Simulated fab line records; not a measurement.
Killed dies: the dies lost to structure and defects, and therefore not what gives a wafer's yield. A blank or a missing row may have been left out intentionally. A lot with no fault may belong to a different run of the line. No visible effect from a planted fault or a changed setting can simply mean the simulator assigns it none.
One fault seen from 3 desks    flow n5_finfet    what lay behind the numbers comes last; until then each desk has only its own

FOR THE TOOL OWNER'S DESK: rie_diel-03
The tool's own readings at N5_FIN_CUT_CUT_ETCH_26 (etches SiNx in CH3F/O2, target depth 39 nm, time 55.7 s): means of the sampled wafers that have a number, for each lot that ran on this tool. The brackets show how far a lot's mean lies from the usual mean; more than 4 standard deviations puts the lot out of limits, marked OUT. Readings shown: 7 out of 8 (the first out of limits, and those lying furthest out on some lot).
Columns: A = oes_ar_750_au at N5_FIN_CUT_CUT_ETCH_26, usual 0.79 a.u.; B = oes_f_703_au at N5_FIN_CUT_CUT_ETCH_26, usual 0.79 a.u.; C = oes_product_au at N5_FIN_CUT_CUT_ETCH_26, usual 0.79 a.u.; D = rf_vpp_V at N5_FIN_CUT_CUT_ETCH_26, usual 297 V; E = run_length_s at N5_FIN_CUT_CUT_ETCH_26, usual 79.08 s; F = showerhead_plenum_p_Torr at N5_FIN_CUT_CUT_ETCH_26, usual 2.01 Torr; G = throttle_valve_pct at N5_FIN_CUT_CUT_ETCH_26, usual 16.36 %
lot   first seen here  A     B     C     D    E                F     G
L287  day 5 09:35      0.81  0.80  0.80  299  79.24            2.05  16.13
L292  day 6 15:22      0.74  0.75  0.73  296  86.46 (+25) OUT  2.04  16.38
L295  day 7 11:12      0.77  0.76  0.76  298  86.72 (+26) OUT  2.05  16.17
This desk's finding: out of limits on L292, L295; first on L292, day 6 15:22 (run_length_s at N5_FIN_CUT_CUT_ETCH_26). L287: within limits.

THE METROLOGY DESK
What the gauges read, lot by lot, whatever tool the lot ran on: means of the sampled wafers that have a number. The brackets show how far a lot's mean lies from the usual mean; more than 4 standard deviations puts the lot out of limits, marked OUT. Of its 12 readings 7 are shown: those that lie furthest out on some lot.
Columns: A = cd_nm at N5_FIN_CUT_CD_MEAS_08, usual 29.11 nm; B = DIBL_P at N5_BEOL_M4_RC_MEAS_101, usual 36.3 mV/V; C = ION_N at N5_BEOL_M4_RC_MEAS_101, usual 677 uA/um; D = ION_P at N5_BEOL_M4_RC_MEAS_101, usual 465 uA/um; E = SS_P at N5_BEOL_M4_RC_MEAS_101, usual 73.2 mV/dec; F = VT_N at N5_BEOL_M4_RC_MEAS_101, usual 249.9 mV; G = VT_P at N5_BEOL_M4_RC_MEAS_101, usual -250 mV
lot   first seen here  A      B     C    D    E     F      G
L278  day 3 03:49      29.01  37.8  674  467  73.1  248.9  -248
L282  day 4 03:23      29.35  34.8  674  467  73.2  248.2  -246
L284  day 4 14:59      29.26  36.2  680  470  72.7  250.5  -246
L287  day 5 09:01      29.12  36.3  691  474  73.3  246.8  -247
L292  day 6 14:46      29.41  36.8  676  462  73.8  251.0  -250
L295  day 7 10:38      29.16  36.5  670  460  73.0  250.4  -250
This desk's verdict: no lot among the 6 shows anything out of limits.

THE DEFECT DESK
Per lot, the means of the sampled wafers with a number show what the inspections along the route counted. The brackets show how far a lot's mean lies from the usual mean; more than 4 standard deviations puts the lot out of limits, marked OUT.
Columns: A = raw_defect_count at N5_FIN_CUT_INSPECT_10, usual 43
lot   first seen here  A
L278  day 3 03:53      42
L282  day 4 03:29      41
L284  day 4 15:04      34
L287  day 5 09:07      49
L292  day 6 14:51      36
L295  day 7 10:44      36
This desk's verdict: no lot among the 6 shows anything out of limits.

PUT TOGETHER
At day 6 15:22, on L292, L295, the tool owner's desk was in a position to raise an alarm.
At the metrology desk, nothing out of limits was observed.
The defect desk saw nothing out of limits.
The metrology desk holds a record of L292, L295, inside its limits.
The defect desk has L292, L295 on record, within its limits.
All the named lots went through N5_FIN_CUT_CUT_ETCH_26 on rie_diel-03.

WHAT THE SIMULATOR HAD INSERTED
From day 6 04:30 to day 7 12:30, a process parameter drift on rie_diel-03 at N5_FIN_CUT_CUT_ETCH_26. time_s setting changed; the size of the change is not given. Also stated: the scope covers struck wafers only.
Lots struck among those shown: L292, L295.
Time in hours from fault onset to the first out-of-limits reading at each desk: the tool owner's desk, 11.
